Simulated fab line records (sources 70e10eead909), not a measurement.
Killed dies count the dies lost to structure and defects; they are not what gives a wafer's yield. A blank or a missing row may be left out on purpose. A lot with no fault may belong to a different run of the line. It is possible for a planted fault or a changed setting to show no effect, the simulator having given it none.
fab line records	flow nand_harc
record lots=24	wafers=72	last_day=33
route steps=1302 shown A_DECK1_JOINT@544 A_CHANNEL_HOLE_D2@587 A_STAIRCASE@651
lots untouched by any fault: they come from a run of this same line in which no faults occurred
start_h: hours from the record's first day to the start of the lot's first wafer shown	wait_h: hours from the lot's prior step to this one	" identical to the entry in the row above	L1.1+2: a single row standing in for several wafers	- value missing, or start not given	* or withheld: withheld	< > ~ a bound
route shown NAME@n: a module of which the file shows steps, and the number in the route of the first	usual: mean/standard deviation taken from wafers without a fault	same: alike in all rows	chamber/n: place in a boat	sites: each site's reading	_std_site: the values' standard deviation	_edge_site: the outer-site mean with the inner-site mean subtracted	radius_mm: for every site, how far away it sits from the centre of the wafer	mask NAME#n: copy n	behind: the tool/chamber that last shaped the wafer	hold: cause of the lot's hold/its duration in hours/its outcome	device: the transistor (n, p or np) that didn't switch	end of line: the same wafers' tests at the end of the route	for a step that has no rows: nothing shown but its recipe	killed: dies that structure and defects cost at the first sort, which is not the same as the wafer's yield	map: shows each die of a wafer: x if killed, . if not, _ if none is there
set.NAME: setting as actually run; set.NAME@STEP: the setting as run at that earlier step	model.NAME: the simulator's own value behind a step, which no gauge read
route steps across a sampled set of lots; one table per step, one row per wafer
services: a tool's chamber out of use, with start hour (start_h, from the record's first day; less than 0 if before it), hours out, and reason
## steps
# step NHARC_A_DECK1_JOINT_INSPECT_05
# usual raw_defect_count=316/120
lot.wafer	tool	chamber	start_h	wait_h	raw_defect_count
L074.2	defect_inspect-02	-	271.49	0.0	232
L074.3	"	-	"	"	212
L074.6	"	-	"	"	217
L075.2	defect_inspect-02	-	281.85	0.0	207
L075.5	"	-	"	"	162
L075.6	"	-	"	"	264
L076.1	defect_inspect-01	-	298.58	0.0	357
L076.3	"	-	"	"	165
L076.4	"	-	"	"	229
L077.1	defect_inspect-01	-	298.99	0.0	642
L077.3	"	-	"	"	387
L077.4	"	-	"	"	258
L078.2	defect_inspect-01	-	309.72	0.0	333
L078.3	"	-	"	"	245
L078.6	"	-	"	"	278
L079.2	defect_inspect-01	-	321.80	0.0	149
L079.3	"	-	"	"	158
L079.6	"	-	"	"	332
L081.1	defect_inspect-02	-	337.11	0.0	266
L081.2	"	-	"	"	363
L081.6	"	-	"	"	228
L080.4	defect_inspect-01	-	337.12	0.0	311
L080.5	"	-	"	"	392
L080.6	"	-	"	"	309
L082.1	defect_inspect-02	-	358.53	0.0	444
L082.4	"	-	"	"	233
L082.6	"	-	"	"	268
L084.1	defect_inspect-02	-	377.76	0.0	528
L084.2	"	-	"	"	180
L084.6	"	-	"	"	404
L083.1	defect_inspect-02	-	377.76	0.0	318
L083.4	"	-	"	"	471
L083.6	"	-	"	"	262
L085.1	defect_inspect-02	-	393.27	0.0	368
L085.2	"	-	"	"	319
L085.6	"	-	"	"	422
L086.2	defect_inspect-01	-	399.55	0.0	618
L086.3	"	-	"	"	636
L086.5	"	-	"	"	645
L087.3	defect_inspect-01	-	425.56	0.0	235
L087.4	"	-	"	"	229
L087.5	"	-	"	"	175
L089.4	defect_inspect-02	-	425.58	0.0	353
L089.5	"	-	"	"	256
L089.6	"	-	"	"	290
L088.1	defect_inspect-01	-	425.71	0.0	291
L088.3	"	-	"	"	226
L088.4	"	-	"	"	230
L090.1	defect_inspect-01	-	439.09	0.0	290
L090.3	"	-	"	"	279
L090.6	"	-	"	"	337
L091.1	defect_inspect-02	-	449.49	0.0	345
L091.4	"	-	"	"	244
L091.5	"	-	"	"	279
L092.3	defect_inspect-02	-	460.43	0.0	301
L092.4	"	-	"	"	182
L092.6	"	-	"	"	246
L093.2	defect_inspect-01	-	460.44	0.0	390
L093.4	"	-	"	"	318
L093.5	"	-	"	"	631
L094.4	defect_inspect-02	-	472.58	0.0	327
L094.5	"	-	"	"	229
L094.6	"	-	"	"	341
L095.2	defect_inspect-02	-	480.94	0.0	428
L095.3	"	-	"	"	230
L095.4	"	-	"	"	274
L096.4	defect_inspect-01	-	497.34	0.0	566
L096.5	"	-	"	"	472
L096.6	"	-	"	"	358
L097.3	defect_inspect-01	-	512.92	0.0	220
L097.4	"	-	"	"	191
L097.5	"	-	"	"	217
# step NHARC_A_CHANNEL_HOLE_D2_ETCH_39
# recipe target_depth_a=2600	over_etch_frac=0.3	time_s=325	ion_energy_ev=200	n2_flow_sccm=150	h2_flow_sccm=150	ar_flow_sccm=0	rf_w=400	bias_w=150	chemistry=N2/H2
# usual drypump_motor_current_A=5.7/0.46	oes_product_au=0.996/0.012	rf_vpp_V=431.6/2.2	showerhead_plenum_p_Torr=2.09/0.074	throttle_valve_pct=14.171/0.0092
lot.wafer	tool	chamber	start_h	wait_h	drypump_motor_current_A	oes_product_au	rf_hours_counter_h	rf_vpp_V	showerhead_plenum_p_Torr	throttle_valve_pct
L074.2	rie_diel-05	2	-	-	5.7	0.992	2.3	433.3	2.11	14.163
L074.3	"	1	"	"	6.3	0.964	2.3	431.8	2.06	14.181
L074.6	"	2	"	"	5.7	1.002	-	432.9	2.11	14.169
L075.2	rie_diel-09	1	-	-	5.4	1.006	8.4	434.4	2.17	14.168
L075.6	"	3	"	"	6.3	0.985	-	432.5	2.12	14.180
L075.5	"	0	"	"	5.7	0.990	-	434.2	2.20	14.163
L076.3	rie_diel-06	1	-	-	5.1	0.979	0.1	431.6	2.04	14.180
L076.4	"	2	"	"	5.7	0.993	0.1	430.9	2.14	14.158
L076.1	"	0	"	"	5.6	1.011	0.1	431.0	2.10	14.173
L077.4	rie_diel-05	2	-	-	5.7	0.990	4.1	431.2	2.11	14.170
L077.1	"	0	"	"	5.3	1.008	4.4	427.1	1.91	14.176
L077.3	"	1	"	"	6.3	0.975	4.4	431.3	2.06	14.167
L078.2	rie_diel-05	2	-	-	5.7	1.006	4.7	431.3	2.11	14.172
L078.3	"	3	"	"	6.3	1.002	3.8	429.7	2.00	14.184
L078.6	"	2	"	"	5.7	0.994	-	432.2	2.11	14.162
L079.2	rie_diel-06	3	-	-	6.6	1.002	1.4	430.3	2.00	14.173
L079.3	"	0	"	"	5.7	1.018	1.3	431.7	2.10	14.168
L079.6	"	2	"	"	5.7	1.008	-	433.4	2.14	14.176
L081.1	rie_diel-09	3	-	-	6.2	0.986	0.6	434.3	2.12	14.177
L081.2	"	2	"	"	5.1	0.994	0.5	431.2	2.04	14.173
L081.6	"	0	"	"	5.7	1.004	-	434.2	2.20	14.180
L080.4	rie_diel-09	0	-	-	5.7	1.008	1.2	435.0	2.20	14.164
L080.5	"	0	"	"	5.7	1.002	-	436.0	2.20	14.184
L080.6	"	1	"	"	5.4	0.988	-	433.1	2.17	14.164
L082.4	rie_diel-06	3	-	-	6.5	0.997	3.8	429.6	2.00	14.165
L082.1	"	1	"	"	5.1	0.994	3.9	429.6	2.04	14.173
L082.6	"	2	"	"	5.7	1.004	-	433.5	2.14	14.185
L084.2	rie_diel-09	2	-	-	5.1	1.003	2.0	430.4	2.04	14.182
L084.1	"	3	"	"	6.2	0.996	1.8	432.1	2.12	14.175
L084.6	"	1	"	"	5.4	0.979	-	433.0	2.17	14.169
L083.4	rie_diel-05	2	-	-	5.7	1.012	7.6	431.6	2.11	14.165
L083.1	"	1	"	"	6.3	0.970	8.1	432.2	2.06	14.169
L083.6	"	3	"	"	6.3	0.991	-	430.3	2.00	14.181
L085.2	rie_diel-09	2	-	-	5.1	1.000	3.5	429.7	2.04	14.175
L085.1	"	3	"	"	6.2	1.008	2.8	432.8	2.12	14.172
L085.6	"	1	"	"	5.4	0.987	-	435.8	2.17	14.166
L086.3	rie_diel-09	1	-	-	5.4	0.978	4.2	432.6	2.17	14.156
L086.2	"	3	"	"	6.3	0.994	3.6	431.7	2.12	14.176
L086.5	"	1	"	"	5.4	0.986	-	433.9	2.17	14.186
L087.4	rie_diel-06	0	-	-	5.7	1.002	5.1	431.9	2.10	14.163
L087.3	"	2	"	"	5.7	0.989	6.4	433.3	2.14	14.165
L087.5	"	0	"	"	5.7	0.999	-	430.8	2.10	14.156
L089.4	rie_diel-05	2	-	-	5.7	0.985	-	432.2	2.11	14.148
L089.5	"	3	"	"	6.3	1.002	-	428.9	2.00	14.174
L089.6	"	1	"	"	6.3	0.982	-	430.2	2.05	14.184
L088.3	rie_diel-09	1	-	-	5.4	1.001	4.8	434.1	2.17	14.167
L088.1	"	3	"	"	6.2	0.996	5.7	434.2	2.12	14.160
L088.4	"	1	"	"	5.4	0.981	-	433.3	2.17	14.168
L090.3	rie_diel-09	2	-	-	5.2	0.993	6.7	430.2	2.04	14.161
L090.1	"	0	"	"	5.7	0.998	6.6	434.7	2.20	14.163
L090.6	"	2	"	"	5.1	0.988	-	429.9	2.04	14.149
L091.4	rie_diel-09	3	-	-	6.2	0.990	7.5	431.3	2.12	14.159
L091.1	"	0	"	"	5.7	0.988	7.5	434.6	2.20	14.175
L091.5	"	2	"	"	5.1	0.996	-	430.2	2.04	14.164
L092.3	rie_diel-06	0	-	-	5.7	1.023	7.3	432.8	2.10	14.173
L092.4	"	2	"	"	5.7	0.984	7.8	433.2	2.14	14.170
L092.6	"	3	"	"	6.6	0.990	-	427.0	2.00	14.181
L093.2	rie_diel-06	3	-	-	6.6	0.987	8.2	429.8	2.00	14.174
L093.4	"	0	"	"	5.6	1.013	7.7	430.1	2.10	14.166
L093.5	"	0	"	"	5.7	1.025	-	431.0	2.10	14.163
L095.3	rie_diel-05	3	-	-	6.3	1.006	4.5	428.0	2.00	14.167
L095.4	"	0	"	"	5.3	1.011	2.9	428.7	1.91	14.165
L095.2	"	1	"	"	6.3	0.989	3.8	430.3	2.05	14.153
L094.4	rie_diel-06	2	-	-	5.7	1.001	0.1	433.1	2.14	14.178
L094.5	"	1	"	"	5.1	0.984	-	430.0	2.04	14.161
L094.6	"	2	"	"	5.7	1.008	-	434.2	2.14	14.176
L096.4	rie_diel-06	1	-	-	5.1	0.992	1.3	431.3	2.04	14.181
L096.5	"	0	"	"	5.7	1.013	-	431.1	2.10	14.165
L096.6	"	1	"	"	5.1	0.994	-	429.1	2.04	14.184
L097.3	rie_diel-05	2	-	-	5.7	1.000	6.6	431.8	2.11	14.178
L097.4	"	1	"	"	6.3	0.983	-	431.5	2.05	14.167
L097.5	"	2	"	"	5.8	1.001	-	433.2	2.11	14.178
# step NHARC_A_CHANNEL_HOLE_D2_CD_MEAS_18
# usual cd_nm=99.1/2.6
lot.wafer	tool	chamber	start_h	wait_h	cd_nm
L074.2	cd_sem-02	-	288.91	-	99.7
L074.3	"	-	"	"	96.0
L074.6	"	-	"	"	92.7
L075.2	cd_sem-01	-	300.37	-	94.0
L075.5	"	-	"	"	96.6
L075.6	"	-	"	"	97.2
L076.1	cd_sem-01	-	318.51	-	95.0
L076.3	"	-	"	"	96.8
L076.4	"	-	"	"	100.7
L077.1	cd_sem-02	-	318.66	-	102.9
L077.3	"	-	"	"	100.4
L077.4	"	-	"	"	95.0
L078.2	cd_sem-01	-	326.95	-	95.9
L078.3	"	-	"	"	97.2
L078.6	"	-	"	"	96.7
L079.2	cd_sem-03	-	339.15	-	99.4
L079.3	"	-	"	"	100.4
L079.6	"	-	"	"	102.5
L081.1	cd_sem-03	-	355.36	-	94.6
L081.2	"	-	"	"	94.1
L081.6	"	-	"	"	98.6
L080.4	cd_sem-03	-	357.12	-	99.9
L080.5	"	-	"	"	101.7
L080.6	"	-	"	"	97.2
L082.1	cd_sem-02	-	376.40	-	96.6
L082.4	"	-	"	"	99.4
L082.6	"	-	"	"	101.9
L084.1	cd_sem-01	-	402.08	-	101.9
L084.2	"	-	"	"	97.9
L084.6	"	-	"	"	100.1
L083.1	cd_sem-03	-	402.41	-	97.7
L083.4	"	-	"	"	102.8
L083.6	"	-	"	"	103.7
L085.1	cd_sem-02	-	411.47	-	102.2
L085.2	"	-	"	"	98.0
L085.6	"	-	"	"	100.8
L086.2	cd_sem-01	-	419.69	-	103.5
L086.3	"	-	"	"	98.6
L086.5	"	-	"	"	99.8
L087.3	cd_sem-01	-	443.10	-	101.3
L087.4	"	-	"	"	99.1
L087.5	"	-	"	"	100.1
L089.4	cd_sem-02	-	444.12	-	94.5
L089.5	"	-	"	"	100.6
L089.6	"	-	"	"	99.2
L088.1	cd_sem-03	-	444.93	-	100.2
L088.3	"	-	"	"	97.3
L088.4	"	-	"	"	98.5
L090.1	cd_sem-02	-	456.77	-	103.9
L090.3	"	-	"	"	101.5
L090.6	"	-	"	"	103.1
L091.1	cd_sem-03	-	466.96	-	97.3
L091.4	"	-	"	"	104.4
L091.5	"	-	"	"	95.4
L092.3	cd_sem-01	-	477.46	-	96.4
L092.4	"	-	"	"	99.1
L092.6	"	-	"	"	97.8
L093.2	cd_sem-03	-	479.20	-	97.9
L093.4	"	-	"	"	96.8
L093.5	"	-	"	"	101.3
L095.2	cd_sem-01	-	499.93	-	101.6
L095.3	"	-	"	"	98.8
L095.4	"	-	"	"	98.6
L094.4	cd_sem-01	-	500.26	-	98.7
L094.5	"	-	"	"	101.1
L094.6	"	-	"	"	100.2
L096.4	cd_sem-02	-	514.41	-	97.1
L096.5	"	-	"	"	94.6
L096.6	"	-	"	"	97.9
L097.3	cd_sem-03	-	531.25	-	97.9
L097.4	"	-	"	"	99.9
L097.5	"	-	"	"	97.9
# step NHARC_A_STAIRCASE_ETCH_169
# recipe target_depth_a=500	time_s=107.1	ion_energy_ev=120	ch3f_flow_sccm=50	o2_flow_sccm=30	ar_flow_sccm=200	rf_w=500	bias_w=100	chemistry=CH3F/O2
# usual drypump_motor_current_A=5.6/0.46	oes_product_au=0.963/0.015	rf_vpp_V=244.1/1.6	showerhead_plenum_p_Torr=2.44/0.1	throttle_valve_pct=20.663/0.0095
lot.wafer	tool	chamber	start_h	wait_h	drypump_motor_current_A	oes_product_au	rf_hours_counter_h	rf_vpp_V	showerhead_plenum_p_Torr	throttle_valve_pct
L074.2	rie_diel-13	0	353.73	0.1	4.7	0.964	0	245.1	2.55	20.654
L074.3	"	2	"	"	5.7	0.959	0	241.5	2.29	20.653
L074.6	"	1	"	"	6.2	0.964	-	243.4	2.36	20.649
L075.2	rie_diel-12	2	361.24	0.1	5.1	0.939	27	245.8	2.49	20.650
L075.6	"	2	"	"	5.1	0.940	-	244.3	2.49	20.646
L075.5	"	3	"	"	6.1	0.956	-	244.1	2.50	20.673
L077.3	rie_diel-12	3	374.25	0.1	6.1	0.953	30	244.8	2.50	20.664
L077.4	"	0	"	"	6.2	0.960	30	243.1	2.38	20.667
L077.1	"	1	"	"	5.4	0.979	30	242.6	2.27	20.666
L076.3	rie_diel-04	1	374.54	0.1	5.5	0.971	3	244.1	2.41	20.672
L076.1	"	3	"	"	5.4	0.991	2	243.3	2.33	20.661
L076.4	"	0	"	"	6.0	0.973	3	244.4	2.49	20.667
L078.3	rie_diel-04	3	383.31	0.1	5.4	0.977	4	243.4	2.33	20.666
L078.2	"	0	"	"	6.0	0.973	5	246.5	2.49	20.672
L078.6	"	3	"	"	5.4	0.972	-	243.7	2.33	20.651
L079.2	rie_diel-13	0	394.57	0.1	4.7	0.950	15	246.3	2.54	20.675
L079.3	"	3	"	"	5.9	0.969	14	244.8	2.42	20.649
L079.6	"	3	"	"	5.9	0.974	-	242.8	2.42	20.690
L080.4	rie_diel-12	0	412.27	0.1	6.2	0.941	42	244.2	2.37	20.666
L080.6	"	3	"	"	6.2	0.955	-	246.2	2.49	20.660
L080.5	"	0	"	"	6.2	0.952	-	242.8	2.37	20.671
L081.2	rie_diel-04	0	412.42	0.1	6.0	0.972	18	244.7	2.48	20.653
L081.1	"	2	"	"	5.2	0.981	20	246.0	2.46	20.677
L081.6	"	1	"	"	5.5	0.965	-	242.6	2.40	20.654
L082.4	rie_diel-13	3	432.34	0.1	5.8	0.984	24	242.6	2.41	20.665
L082.1	"	0	"	"	4.7	0.958	24	245.1	2.54	20.666
L082.6	"	3	"	"	5.8	0.987	-	243.6	2.41	20.654
L083.4	rie_diel-04	2	460.01	0.1	5.1	0.977	34	244.9	2.46	20.650
L083.1	"	0	"	"	6.0	0.961	30	244.5	2.48	20.646
L083.6	"	1	"	"	5.5	0.981	-	244.3	2.40	20.654
L084.1	rie_diel-13	3	460.19	0.1	5.9	0.996	28	244.1	2.41	20.674
L084.2	"	0	"	"	4.7	0.973	28	245.5	2.54	20.662
L084.6	"	2	"	"	5.7	0.949	-	241.3	2.28	20.675
L085.1	rie_diel-13	3	468.71	0.1	5.9	0.974	32	244.7	2.41	20.660
L085.2	"	1	"	"	6.1	0.964	31	243.0	2.35	20.679
L085.6	"	0	"	"	4.7	0.972	-	246.2	2.54	20.671
L086.2	rie_diel-04	1	481.39	0.1	5.5	0.960	39	242.9	2.40	20.658
L086.3	"	3	"	"	5.4	0.949	43	244.2	2.32	20.659
L086.5	"	0	"	"	6.0	0.953	-	243.3	2.47	20.676
L087.4	rie_diel-04	1	499.54	0.1	5.5	0.975	43	243.6	2.40	20.671
L087.3	"	2	"	"	5.2	0.995	47	242.2	2.45	20.662
L087.5	"	1	"	"	5.5	0.967	-	244.3	2.40	20.677
L089.4	rie_diel-12	1	499.69	0.1	5.4	0.992	20	246.9	2.65	20.654
L089.6	"	1	"	"	5.4	0.989	-	245.8	2.65	20.652
L089.5	"	2	"	"	5.1	0.966	-	244.6	2.47	20.672
L088.3	rie_diel-04	3	504.24	0.1	5.3	0.966	51	242.8	2.31	20.656
L088.1	"	0	"	"	6.0	0.957	45	244.4	2.47	20.663
L088.4	"	3	"	"	5.4	0.960	-	241.5	2.31	20.664
L090.3	rie_diel-04	1	514.40	0.1	5.5	0.959	47	242.1	2.39	20.668
L090.1	"	0	"	"	6.0	0.941	48	242.8	2.47	20.666
L090.6	"	2	"	"	5.2	0.976	-	243.8	2.45	20.655
L091.1	rie_diel-12	0	528.49	0.1	6.2	0.942	29	242.3	2.36	20.669
L091.4	"	3	"	"	6.1	0.940	22	245.8	2.48	20.666
L091.5	"	0	"	"	6.2	0.943	-	241.9	2.36	20.662
L092.4	rie_diel-13	1	533.51	0.1	6.2	0.964	0	241.7	2.34	20.654
L092.3	"	3	"	"	5.9	0.992	0	244.2	2.40	20.661
L092.6	"	2	"	"	5.7	0.941	-	247.9	2.66	20.668
L093.4	rie_diel-12	2	541.98	0.1	5.1	0.972	29	243.6	2.47	20.667
L093.2	"	0	"	"	6.2	0.948	36	243.1	2.36	20.669
L093.5	"	1	"	"	5.4	0.983	-	246.4	2.65	20.652
L095.3	rie_diel-13	1	555.46	0.1	6.2	0.982	10	243.6	2.34	20.659
L095.2	"	3	"	"	5.9	0.973	9	245.2	2.40	20.658
L095.4	"	0	"	"	4.7	0.981	9	243.8	2.53	20.678
L094.4	rie_diel-13	2	555.65	0.1	5.7	0.935	10	248.5	2.66	20.647
L094.5	"	2	"	"	5.7	0.938	-	246.9	2.66	20.667
L094.6	"	3	"	"	5.9	0.970	-	241.8	2.40	20.671
L096.4	rie_diel-04	1	570.29	0.2	5.5	0.946	8	243.5	2.39	20.662
L096.6	"	0	"	"	6.0	0.943	-	243.8	2.46	20.649
L096.5	"	1	"	"	5.5	0.938	-	242.3	2.39	20.669
L097.4	rie_diel-13	2	590.57	0.1	5.7	0.951	20	246.1	2.65	20.666
L097.3	"	3	"	"	5.9	0.988	23	243.1	2.39	20.658
L097.5	"	2	"	"	5.7	0.944	-	247.4	2.65	20.659
# step NHARC_A_STAIRCASE_STRIP_171
# recipe power_w=1500	temp_c=250	chemistry=O2
# usual drypump_motor_current_A=5.53/0.16	heater_power_w=328/16
lot.wafer	tool	chamber	start_h	wait_h	drypump_motor_current_A	heater_power_w	rf_hours_counter_h
L074.2	plasma_asher-02	1	353.99	-	5.36	328	22
L074.3	"	1	"	"	5.36	333	-
L074.6	"	1	"	"	5.37	335	-
L075.2	plasma_asher-01	1	361.47	-	5.44	310	2
L075.5	"	1	"	"	5.46	311	-
L075.6	"	0	"	"	5.83	347	-
L077.1	plasma_asher-01	1	374.48	-	5.43	307	6
L077.4	"	1	"	"	5.44	311	-
L077.3	"	0	"	"	5.83	339	-
L076.1	plasma_asher-01	0	374.77	-	5.80	358	6
L076.3	"	0	"	"	5.81	354	-
L076.4	"	1	"	"	5.45	304	-
L078.2	plasma_asher-01	1	383.54	-	5.44	303	9
L078.3	"	0	"	"	5.83	349	-
L078.6	"	0	"	"	5.82	345	-
L079.2	plasma_asher-02	1	394.87	-	5.37	337	28
L079.3	"	1	"	"	5.36	337	-
L079.6	"	1	"	"	5.36	329	-
L080.4	plasma_asher-02	0	412.59	-	5.57	336	-
L080.6	"	0	"	"	5.58	336	-
L080.5	"	1	"	"	5.38	337	-
L081.2	plasma_asher-01	0	412.65	-	5.83	347	15
L081.1	"	1	"	"	5.44	308	15
L081.6	"	1	"	"	5.44	305	-
L082.1	plasma_asher-01	1	432.83	-	5.45	303	19
L082.4	"	0	"	"	5.81	341	-
L082.6	"	1	"	"	5.43	318	-
L083.1	plasma_asher-02	0	460.28	-	5.59	343	3
L083.4	"	1	"	"	5.36	318	-
L083.6	"	0	"	"	5.56	346	-
L084.1	plasma_asher-02	1	461.12	-	5.38	314	3
L084.2	"	0	"	"	5.57	341	3
L084.6	"	1	"	"	5.37	328	-
L085.1	plasma_asher-02	1	468.94	-	5.36	322	5
L085.2	"	0	"	"	5.60	342	5
L085.6	"	0	"	"	5.61	337	-
L086.2	plasma_asher-02	1	481.75	-	5.37	313	9
L086.3	"	1	"	"	5.40	318	-
L086.5	"	0	"	"	5.57	337	-
L087.4	plasma_asher-02	1	499.86	-	5.37	314	-
L087.3	"	0	"	"	5.55	339	-
L087.5	"	1	"	"	5.39	322	-
L089.4	plasma_asher-01	0	500.02	-	5.81	341	-
L089.6	"	0	"	"	5.82	343	-
L089.5	"	1	"	"	5.44	309	-
L088.1	plasma_asher-01	0	504.54	-	5.79	343	32
L088.4	"	1	"	"	5.46	310	-
L088.3	"	0	"	"	5.81	344	-
L090.1	plasma_asher-01	1	514.68	-	5.46	313	35
L090.3	"	1	"	"	5.45	292	-
L090.6	"	1	"	"	5.44	301	-
L091.1	plasma_asher-02	0	528.72	-	5.57	332	21
L091.4	"	1	"	"	5.37	316	-
L091.5	"	0	"	"	5.58	339	-
L092.4	plasma_asher-02	1	533.84	-	5.35	307	-
L092.3	"	0	"	"	5.60	344	-
L092.6	"	0	"	"	5.60	334	-
L093.2	plasma_asher-02	1	542.20	-	5.37	314	24
L093.4	"	1	"	"	5.37	307	-
L093.5	"	0	"	"	5.59	340	-
L095.2	plasma_asher-02	0	555.72	-	5.55	344	26
L095.4	"	0	"	"	5.56	332	-
L095.3	"	1	"	"	5.36	314	-
L094.4	plasma_asher-02	1	556.15	-	5.36	308	-
L094.6	"	0	"	"	5.55	341	-
L094.5	"	1	"	"	5.37	311	-
L096.4	plasma_asher-02	0	570.62	-	5.55	334	-
L096.5	"	0	"	"	5.53	339	-
L096.6	"	1	"	"	5.37	316	-
L097.4	plasma_asher-01	0	591.22	-	5.81	329	-
L097.3	"	1	"	"	5.45	325	-
L097.5	"	1	"	"	5.46	322	-
# step NHARC_A_STAIRCASE_DESCUM_11
# recipe time_s=3	o2_flow_sccm=200	ar_flow_sccm=0	bias_power_w=0	chemistry=O2
# usual drypump_motor_current_A=5.6/0.47	oes_product_au=1.006/0.017	rf_vpp_V=57.6/0.86	showerhead_plenum_p_Torr=1.88/0.074	throttle_valve_pct=11.311/0.0089
lot.wafer	tool	chamber	start_h	wait_h	drypump_motor_current_A	oes_product_au	rf_hours_counter_h	rf_vpp_V	showerhead_plenum_p_Torr	throttle_valve_pct
L074.3	rie_diel-04	0	355.50	-	5.9	0.991	60	58.8	1.94	11.312
L074.2	"	3	"	"	5.4	1.032	62	57.4	1.81	11.315
L074.6	"	1	"	"	5.5	1.001	-	59.4	1.88	11.324
L075.2	rie_diel-12	0	362.94	-	6.2	0.989	25	56.6	1.85	11.310
L075.5	"	1	"	"	5.4	1.011	-	55.8	1.77	11.308
L075.6	"	2	"	"	5.1	0.977	-	59.6	1.94	11.301
L077.3	rie_diel-12	2	375.87	-	5.1	0.987	30	58.0	1.94	11.320
L077.1	"	3	"	"	6.1	0.984	30	58.1	1.94	11.326
L077.4	"	0	"	"	6.2	0.985	30	57.3	1.85	11.306
L076.3	rie_diel-04	3	376.29	-	5.4	1.007	2	56.6	1.81	11.311
L076.1	"	0	"	"	6.0	0.994	3	57.9	1.94	11.312
L076.4	"	1	"	"	5.5	1.021	3	56.7	1.88	11.301
L078.3	rie_diel-13	0	385.05	-	4.7	1.019	11	57.7	1.98	11.316
L078.2	"	3	"	"	5.9	1.044	10	56.7	1.88	11.318
L078.6	"	3	"	"	5.9	1.036	-	57.8	1.88	11.316
L079.2	rie_diel-12	2	396.38	-	5.1	0.985	37	57.7	1.93	11.323
L079.3	"	0	"	"	6.2	0.995	36	57.8	1.85	11.307
L079.6	"	3	"	"	6.1	0.988	-	57.9	1.94	11.299
L080.4	rie_diel-12	3	413.90	-	6.1	0.993	43	56.8	1.94	11.317
L080.5	"	1	"	"	5.4	0.999	-	55.8	1.76	11.317
L080.6	"	2	"	"	5.1	0.980	-	58.0	1.93	11.313
L081.1	rie_diel-13	0	414.17	-	4.7	1.029	20	57.1	1.98	11.303
L081.2	"	1	"	"	6.1	1.003	20	55.3	1.83	11.305
L081.6	"	1	"	"	6.1	1.011	-	58.0	1.83	11.316
L082.4	rie_diel-13	1	434.23	-	6.2	1.012	24	56.6	1.82	11.319
L082.1	"	2	"	"	5.7	0.999	20	56.9	1.77	11.323
L082.6	"	1	"	"	6.2	1.016	-	58.7	1.82	11.316
L083.1	rie_diel-13	2	461.75	-	5.7	1.005	24	56.9	1.77	11.304
L083.4	"	0	"	"	4.7	1.029	29	58.8	1.98	11.313
L083.6	"	2	"	"	5.7	1.000	-	58.2	1.77	11.307
L084.2	rie_diel-13	3	462.65	-	5.8	1.034	29	58.6	1.88	11.312
L084.1	"	0	"	"	4.7	1.029	29	55.9	1.98	11.304
L084.6	"	2	"	"	5.7	1.006	-	56.7	1.77	11.313
L085.1	rie_diel-04	3	470.47	-	5.4	1.003	39	56.9	1.80	11.308
L085.2	"	2	"	"	5.2	1.024	39	57.8	1.91	11.309
L085.6	"	0	"	"	6.0	0.977	-	58.2	1.93	11.297
L086.3	rie_diel-12	3	483.24	-	6.1	1.001	10	58.1	1.94	11.322
L086.2	"	1	"	"	5.4	1.020	16	58.7	2.07	11.302
L086.5	"	3	"	"	6.1	0.998	-	57.7	1.93	11.307
L087.3	rie_diel-13	3	501.30	-	5.8	1.044	42	59.3	1.87	11.303
L087.4	"	0	"	"	4.7	1.022	41	56.3	1.97	11.318
L087.5	"	0	"	"	4.7	1.032	-	58.7	1.97	11.315
L089.4	rie_diel-04	1	501.45	-	5.6	1.006	43	58.6	1.86	11.314
L089.5	"	0	"	"	6.0	1.001	-	57.8	1.92	11.298
L089.6	"	1	"	"	5.5	1.017	-	57.4	1.86	11.292
L088.3	rie_diel-04	1	506.01	-	5.5	1.006	44	59.0	1.86	11.325
L088.1	"	3	"	"	5.4	1.008	51	56.6	1.80	11.307
L088.4	"	1	"	"	5.5	0.998	-	56.2	1.86	11.307
L090.1	rie_diel-13	3	516.15	-	5.8	1.036	50	58.6	1.87	11.311
L090.3	"	1	"	"	6.2	1.009	46	58.0	1.82	11.306
L090.6	"	3	"	"	5.9	1.032	-	56.7	1.87	11.325
L091.1	rie_diel-04	2	530.12	-	5.2	1.025	54	58.1	1.91	11.314
L091.4	"	1	"	"	5.5	0.996	51	56.3	1.86	11.313
L091.5	"	3	"	"	5.3	1.008	-	57.1	1.79	11.310
L092.3	rie_diel-13	2	535.25	-	5.7	0.981	1	58.0	2.08	11.311
L092.4	"	3	"	"	5.9	1.016	1	58.4	1.87	11.314
L092.6	"	3	"	"	5.9	1.020	-	58.6	1.87	11.316
L093.2	rie_diel-04	1	543.73	-	5.5	0.987	0	56.8	1.86	11.309
L093.4	"	3	"	"	5.4	1.020	0	57.4	1.79	11.310
L093.5	"	0	"	"	6.0	0.984	-	57.9	1.92	11.315
L095.4	rie_diel-13	0	557.23	-	4.7	1.023	9	58.4	1.97	11.310
L095.3	"	1	"	"	6.2	1.016	10	56.8	1.81	11.318
L095.2	"	2	"	"	5.7	0.981	10	58.6	2.07	11.302
L094.4	rie_diel-04	1	557.53	-	5.5	1.004	5	59.0	1.86	11.308
L094.6	"	1	"	"	5.5	0.999	-	57.7	1.86	11.307
L094.5	"	2	"	"	5.2	1.022	-	57.6	1.90	11.313
L096.4	rie_diel-04	3	572.07	-	5.4	1.003	6	56.7	1.79	11.313
L096.6	"	1	"	"	5.5	0.994	-	58.2	1.86	11.321
L096.5	"	2	"	"	5.1	1.027	-	56.9	1.90	11.314
L097.3	rie_diel-13	0	592.51	-	4.7	1.021	23	58.4	1.96	11.315
L097.4	"	3	"	"	5.9	1.019	23	57.5	1.86	11.316
L097.5	"	1	"	"	6.1	0.996	-	57.4	1.81	11.318
## services
tool	chamber	start_h	hours	kind
rie_diel-12	-	268.51	9.0	pm
rie_diel-04	2	277.55	2.0	repair
rie_diel-09	0	283.24	9.7	repair
rie_diel-04	2	290.37	3.8	repair
rie_diel-04	0	302.82	6.2	repair
rie_diel-09	-	320.10	9.0	pm
plasma_asher-01	-	342.18	9.0	pm
rie_diel-13	-	342.81	9.0	pm
plasma_asher-02	-	364.48	11.0	repair
rie_diel-13	2	377.69	21.4	repair
rie_diel-09	2	391.55	5.6	repair
rie_diel-09	1	414.16	1.9	repair
plasma_asher-02	-	426.18	9.0	pm
rie_diel-12	0	438.34	3.9	repair
rie_diel-12	-	445.51	9.0	pm
rie_diel-04	2	466.57	3.3	repair
rie_diel-04	-	472.03	0.6	repair
rie_diel-13	0	483.34	1.6	repair
rie_diel-04	2	503.56	10.2	repair
rie_diel-12	3	503.65	6.6	repair
plasma_asher-01	-	519.18	9.0	pm
rie_diel-13	-	520.07	9.0	pm
rie_diel-04	-	533.30	9.0	pm
plasma_asher-02	-	583.36	16.3	repair
## key
fault none
